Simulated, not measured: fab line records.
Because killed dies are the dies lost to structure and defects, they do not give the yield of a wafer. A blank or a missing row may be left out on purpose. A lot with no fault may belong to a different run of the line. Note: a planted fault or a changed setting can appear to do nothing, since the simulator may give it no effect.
What tool caused it? | flow n5Finfet | 27 wafers from 9 lots sampled at 5 of the route's 1938 steps

## WHAT THE GAUGES READ, wafer by wafer
N5_BEOL_M4_RC_MEAS_101. Usual: DIBL_N 36.3 mV/V, standard deviation 1.7; DIBL_P 36.5 mV/V, standard deviation 1.8; IOFF_N 0.16 nA/um, standard deviation 0.033; IOFF_P 0.21 nA/um, standard deviation 0.037; ION_N 675 uA/um, standard deviation 11; ION_P 462 uA/um, standard deviation 7.9; SS_N 71.6 mV/dec, standard deviation 0.64; SS_P 73.3 mV/dec, standard deviation 0.68; VT_N 249 mV, standard deviation 3.3; VT_P -250 mV, standard deviation 3.3.
lot  | measured     | on        | DIBL_N (mV/V)  | DIBL_P (mV/V)  | IOFF_N (nA/um) | IOFF_P (nA/um) | ION_N (uA/um) | ION_P (uA/um) | SS_N (mV/dec)  | SS_P (mV/dec)  | VT_N (mV)   | VT_P (mV)      | flag
L758 | day 7 15:28  | prober-01 | 35.4 35.3 34.9 | 36.0 36.6 36.1 | 0.14 0.15 0.15 | 0.19 0.20 0.19 | 666 684 678   | 457 469 466   | 71.4 71.6 71.6 | 73.2 73.9 73.7 | 253 249 253 | -255 -252 -252 | 
L761 | day 8 13:29  | prober-01 | 35.7 33.6 36.1 | 36.1 33.4 36.5 | 0.15 0.11 0.14 | 0.18 0.14 0.18 | 682 681 677   | 467 462 463   | 71.0 71.0 71.5 | 73.3 72.8 73.3 | 251 255 253 | -251 -257 -253 | 
L762 | day 8 14:43  | prober-01 | 36.4 38.2 37.6 | 35.8 38.6 37.2 | 0.15 0.19 0.16 | 0.22 0.26 0.24 | 672 682 671   | 463 470 466   | 72.0 71.9 72.3 | 72.9 74.6 74.0 | 249 245 250 | -248 -246 -245 | 
L766 | day 9 15:35  | prober-02 | 37.4 35.1 32.3 | 38.4 34.8 33.3 | 0.18 0.14 0.11 | 0.24 0.18 0.16 | 660 658 657   | 460 445 457   | 72.2 71.9 70.5 | 73.5 72.8 72.1 | 251 254 255 | -247 -251 -254 | 
L770 | day 10 15:11 | prober-02 | 37.2 37.7 35.5 | 37.8 39.0 36.4 | 0.19 0.19 0.16 | 0.25 0.27 0.23 | 685 675 683   | 472 466 475   | 72.0 72.6 71.1 | 72.9 73.8 73.1 | 246 246 249 | -244 -247 -248 | 
L774 | day 11 18:43 | prober-02 | 38.3 37.4 39.3 | 38.1 36.6 38.4 | 0.17 0.15 0.17 | 0.20 0.19 0.20 | 681 660 661   | 455 457 450   | 72.2 72.0 73.0 | 74.4 73.6 73.8 | 250 252 251 | -254 -255 -253 | 
L776 | day 12 06:17 | prober-02 | 37.0 38.2 37.9 | 38.3 39.1 38.9 | 0.22 0.23 0.24 | 0.22 0.23 0.23 | 705 686 683   | 462 456 458   | 72.0 72.5 72.2 | 73.2 73.7 73.6 | 243 244 240 | -251 -248 -250 | 
L779 | day 13 03:38 | prober-02 | 40.0 38.2 37.6 | 40.9 38.7 37.9 | 0.28 0.23 0.21 | 0.27 0.24 0.22 | 717 695 687   | 475 461 459   | 72.9 73.1 71.7 | 74.6 74.5 73.4 | 241 242 245 | -250 -249 -251 | 
L781 | day 13 10:06 | prober-01 | 33.2 36.3 36.8 | 33.6 37.7 38.6 | 0.12 0.18 0.19 | 0.16 0.21 0.22 | 669 678 677   | 452 461 458   | 71.2 71.9 72.1 | 72.4 74.4 74.3 | 252 248 246 | -256 -250 -253 | 

## WHICH TOOL RAN EACH LOT (tool, then ch and the chambers of the sampled wafers, then the start)
lot  | N5_FIN_SAQP_MANDREL1_REMOVE_56 | N5_FIN_SAQP_ETCH_65            | N5_FIN_SAQP_SPACER2_ALD_28      | N5_FIN_SAQP_SPACER2_ETCHBACK_29
L758 | rieSi-03 ch 1,3, day 1 23:38   | rieSi-01 ch 0,1, day 1 23:54   | aldSin-01 ch 0,1, day 2 00:47   | rieDiel-06 ch 1,2, day 2 01:07
L761 | rieSi-02 ch 1,2,3, day 2 18:28 | rieSi-01 ch 1,2, day 2 18:44   | aldSin-04 ch 0,2,3, day 2 19:36 | rieDiel-03 ch 1,2, day 2 19:56
L762 | rieSi-03 ch 0,2,3, day 2 23:40 | rieSi-02 ch 1,2,3, day 3 00:05 | aldSin-03 ch 0,1,3, day 3 01:07 | rieDiel-03 ch 0,1,2, day 3 01:26
L766 | rieSi-03 ch 0,3, day 3 23:49   | rieSi-01 ch 0,2,3, day 4 00:06 | aldSin-03 ch 0,1,2, day 4 01:06 | rieDiel-01 ch 1,2, day 4 01:28
L770 | rieSi-01 ch 0,2,3, day 5 01:50 | rieSi-02 ch 0,1,3, day 5 02:14 | aldSin-03 ch 0,2,3, day 5 03:08 | rieDiel-06 ch 0,2, day 5 03:32
L774 | rieSi-03 ch 1,2,3, day 6 00:28 | rieSi-02 ch 0,2,3, day 6 00:44 | aldSin-03 ch 1,2,3, day 6 02:02 | rieDiel-06 ch 0,2,3, day 6 02:22
L776 | rieSi-03 ch 1,2, day 6 12:02   | rieSi-02 ch 0,1, day 6 12:18   | aldSin-03 ch 0,3, day 6 13:10   | rieDiel-01 ch 1,2, day 6 13:30
L779 | rieSi-02 ch 0,2,3, day 7 06:31 | rieSi-01 ch 1,3, day 7 06:47   | aldSin-01 ch 0,2,3, day 7 07:40 | rieDiel-03 ch 0,2,3, day 7 08:00
L781 | rieSi-03 ch 0,3, day 7 17:48   | rieSi-02 ch 1,2, day 7 18:04   | aldSin-01 ch 0,1, day 7 18:56   | rieDiel-06 ch 1,3, day 7 19:16
- N5_FIN_SAQP_MANDREL1_REMOVE_56: chemistry HBr/Cl2/O2, target a-Si, stops on SiNx, bt time 10 s.
- N5_FIN_SAQP_ETCH_65: etches SiO2 in CF4, target depth 4 nm, time 4.4 s.
- N5_FIN_SAQP_SPACER2_ALD_28: deposits SiO2, target thk 8.1 nm, pulse time 1 s, purge time 2 s.
- N5_FIN_SAQP_SPACER2_ETCHBACK_29: etches SiO2 in CHF3/O2, target depth 12.2 nm, time 6.1 s.

## AS READ BY THE TOOLS THEMSELVES (means over the sampled wafers that have a number; for cases with no such wafer, the mark the record gives instead)
N5_FIN_SAQP_MANDREL1_REMOVE_56. Usual: O2_flow_sccm 4.998 sccm, standard deviation 0.014; drypumpMotorCurrentA 5.9 A, standard deviation 0.54; oesProductAu 1.000 a.u., standard deviation 0.019; throttleValvePct 36.57 %, standard deviation 0.28.
lot  | tool     | O2_flow_sccm (sccm) | drypumpMotorCurrentA (A) | oesProductAu (a.u.) | throttleValvePct (%) | flag
L758 | rieSi-03 | 5.004               | 5.5                      | 1.016               | 36.32                | 
L761 | rieSi-02 | 5.003               | 5.8                      | 0.984               | 36.57                | 
L762 | rieSi-03 | 5.008               | 5.8                      | 0.998               | 36.42                | 
L766 | rieSi-03 | 5.003               | 5.3                      | 1.007               | 36.18                | 
L770 | rieSi-01 | 4.997               | 6.0                      | 1.011               | 36.51                | 
L774 | rieSi-03 | 5.004               | 5.9                      | 1.017               | 36.36                | 
L776 | rieSi-03 | 5.000               | 6.3                      | 1.012               | 36.60                | 
L779 | rieSi-02 | 4.993               | 5.6                      | 0.980               | 36.61                | 
L781 | rieSi-03 | 5.006               | 5.3                      | 1.031               | 36.08                | 

N5_FIN_SAQP_ETCH_65. Usual: drypumpMotorCurrentA 5.9 A, standard deviation 0.53; oesProductAu 1.000 a.u., standard deviation 0.021; throttleValvePct 21.71 %, standard deviation 0.27.
lot  | tool     | drypumpMotorCurrentA (A) | oesProductAu (a.u.) | throttleValvePct (%) | flag
L758 | rieSi-01 | 5.7                      | 1.001               | 21.90                | 
L761 | rieSi-01 | 6.3                      | 1.092               | 22.14                | OFF
L762 | rieSi-02 | 5.8                      | 0.992               | 21.61                | 
L766 | rieSi-01 | 6.0                      | 1.191               | 21.74                | OFF
L770 | rieSi-02 | 5.7                      | 0.986               | 21.84                | 
L774 | rieSi-02 | 5.6                      | 0.970               | 21.72                | 
L776 | rieSi-02 | 6.0                      | 0.978               | 21.99                | 
L779 | rieSi-01 | 6.5                      | 1.013               | 21.78                | 
L781 | rieSi-02 | 6.2                      | 0.992               | 21.55                | 

N5_FIN_SAQP_SPACER2_ALD_28. Usual: heaterPowerW 487 W, standard deviation 52; precursorPulseHeightRel 1.001, standard deviation 0.02.
lot  | tool      | heaterPowerW (W) | precursorPulseHeightRel | flag
L758 | aldSin-01 | 451              | 1.024                   | 
L761 | aldSin-04 | 516              | 1.012                   | 
L762 | aldSin-03 | 468              | 1.009                   | 
L766 | aldSin-03 | 482              | 0.999                   | 
L770 | aldSin-03 | 481              | 0.997                   | 
L774 | aldSin-03 | 487              | 0.997                   | 
L776 | aldSin-03 | 475              | 0.977                   | 
L779 | aldSin-01 | 497              | 0.987                   | 
L781 | aldSin-01 | 455              | 1.008                   | 

N5_FIN_SAQP_SPACER2_ETCHBACK_29. Usual: O2_flow_sccm 4.998 sccm, standard deviation 0.015; drypumpMotorCurrentA 5.5 A, standard deviation 0.49; mfcArSccm 200.0 sccm, standard deviation 0.63; oes_ar_750_au 0.79 a.u., standard deviation 0.067; oes_f_703_au 0.79 a.u., standard deviation 0.067; oesProductAu 0.79 a.u., standard deviation 0.073; rfVppV 525 V, standard deviation 7.2; showerheadPlenumPTorr 2.42 Torr, standard deviation 0.081; throttleValvePct 18.90 %, standard deviation 0.24.
lot  | tool       | O2_flow_sccm (sccm) | drypumpMotorCurrentA (A) | mfcArSccm (sccm) | oes_ar_750_au (a.u.) | oes_f_703_au (a.u.) | oesProductAu (a.u.) | rfVppV (V) | showerheadPlenumPTorr (Torr) | throttleValvePct (%) | flag
L758 | rieDiel-06 | 4.989               | 5.3                      | 199.6            | 0.85                 | 0.86                | 0.86                | 531        | 2.38                         | 18.85                | 
L761 | rieDiel-03 | 4.994               | 5.4                      | 200.6            | 0.79                 | 0.78                | 0.78                | 525        | 2.34                         | 18.85                | 
L762 | rieDiel-03 | 4.997               | 5.6                      | 199.8            | 0.78                 | 0.78                | 0.78                | 526        | 2.39                         | 18.87                | 
L766 | rieDiel-01 | 4.970               | 5.3                      | 199.5            | 0.78                 | 0.77                | 0.78                | 516        | 2.49                         | 19.12                | 
L770 | rieDiel-06 | 5.000               | 5.2                      | 199.9            | 0.80                 | 0.81                | 0.81                | 524        | 2.38                         | 18.96                | 
L774 | rieDiel-06 | 5.015               | 5.1                      | 200.5            | 0.80                 | 0.80                | 0.80                | 525        | 2.39                         | 18.82                | 
L776 | rieDiel-01 | 4.988               | 5.3                      | 200.0            | 0.76                 | 0.76                | 0.76                | 516        | 2.48                         | 19.15                | 
L779 | rieDiel-03 | 4.994               | 5.9                      | 200.5            | 0.79                 | 0.79                | 0.80                | 526        | 2.41                         | 19.00                | 
L781 | rieDiel-06 | 4.992               | 5.2                      | 200.3            | 0.80                 | 0.79                | 0.80                | 531        | 2.40                         | 18.76                | 

## THE ANSWER, worked out from the rows above alone
Rule: a lot counts as off when the mean over its wafers that have a number is more than 3 standard deviations away from the usual mean. Also off: a lot with no number at a reading for which 4 or more lots have one. Any other lot the step has rows for is counted as sound. The gauges are gone through in route order, then the tools' own readings, and for those a lot's mean is taken as printed above. The first step at which some lot is off is used, and at that step the reading that is off furthest; a lot without a number counts as furthest.
Off: L761, L766 (N5_FIN_SAQP_ETCH_65, oesProductAu).
A tool fits if, at that step or a process step before it, it ran every lot that is off, and no sound lot after the first of them. None of those tried fits.

## WHAT THE SIMULATOR HAD INSERTED
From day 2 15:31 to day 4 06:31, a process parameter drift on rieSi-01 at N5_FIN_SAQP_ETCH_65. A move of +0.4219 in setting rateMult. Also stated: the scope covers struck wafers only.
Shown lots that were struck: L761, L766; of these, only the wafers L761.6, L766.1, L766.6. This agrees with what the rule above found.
